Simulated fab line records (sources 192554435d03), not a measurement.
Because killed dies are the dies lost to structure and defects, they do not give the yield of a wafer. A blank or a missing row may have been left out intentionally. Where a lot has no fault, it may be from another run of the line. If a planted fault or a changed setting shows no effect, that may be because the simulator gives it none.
Chamber matching | flow n5-finfet | N5_BEOL_M10_STRIP_67 on rie-diel-02 has 4 sister chambers
The step strips in CF4. 8 wafers are shown with their chamber, then 11 later ones without.

## WAFERS WITH THEIR CHAMBER
wafer  | chamber | showerhead-plenum-p-Torr (Torr) | drypump-motor-current-A (A)
L080.2 | 3       | 1.84                            | 5.6
L080.3 | 0       | 1.77                            | 5.9
L081.1 | 0       | 1.76                            | 5.9
L086.4 | 2       | 1.82                            | 6.1
L085.1 | 2       | 1.82                            | 6.0
L085.4 | 1       | 1.81                            | 6.3
L085.5 | 3       | 1.84                            | 5.7
L089.2 | 1       | 1.81                            | 6.3

## WAFERS WITH NO CHAMBER GIVEN
wafer  | showerhead-plenum-p-Torr (Torr) | drypump-motor-current-A (A)
L089.3 | 1.76                            | 5.9
L089.6 | 1.84                            | 5.6
L092.1 | 1.76                            | 5.9
L092.2 | 1.81                            | 6.0
L092.4 | 1.84                            | 5.6
L095.2 | 1.81                            | 6.3
L095.3 | 1.83                            | 5.6
L095.5 | 1.83                            | 5.6
L097.3 | 1.83                            | 5.6
L097.4 | 1.81                            | 6.0
L097.6 | 1.83                            | 5.6

## CHAMBER TAKEN BY EACH
wafer  | from the rows above | in truth
L089.3 | 0                   | 0
L089.6 | 3                   | 3
L092.1 | 0                   | 0
L092.2 | 2                   | 2
L092.4 | 3                   | 3
L095.2 | 1                   | 1
L095.3 | 3                   | 3
L095.5 | 3                   | 3
L097.3 | 3                   | 3
L097.4 | 2                   | 2
L097.6 | 3                   | 3
Placed correctly: 11 of 11. Left unplaced by these rows: 0. Wrongly placed: 0.
How it was worked out, from the rows above alone: a wafer's distance from a chamber is the root of the sum, over the readings, of the square of ((its reading less the chamber's mean) divided by the reading's scatter). If the next closest chamber is less than 2 further off than the closest, the wafer can't be placed; otherwise it belongs to the closest. The mean given for a chamber averages the wafers shown for that chamber. The scatter is the square root of a quotient: the sum, over the shown wafers, of each reading's squared deviation from its chamber's mean, divided by wafers minus chambers.
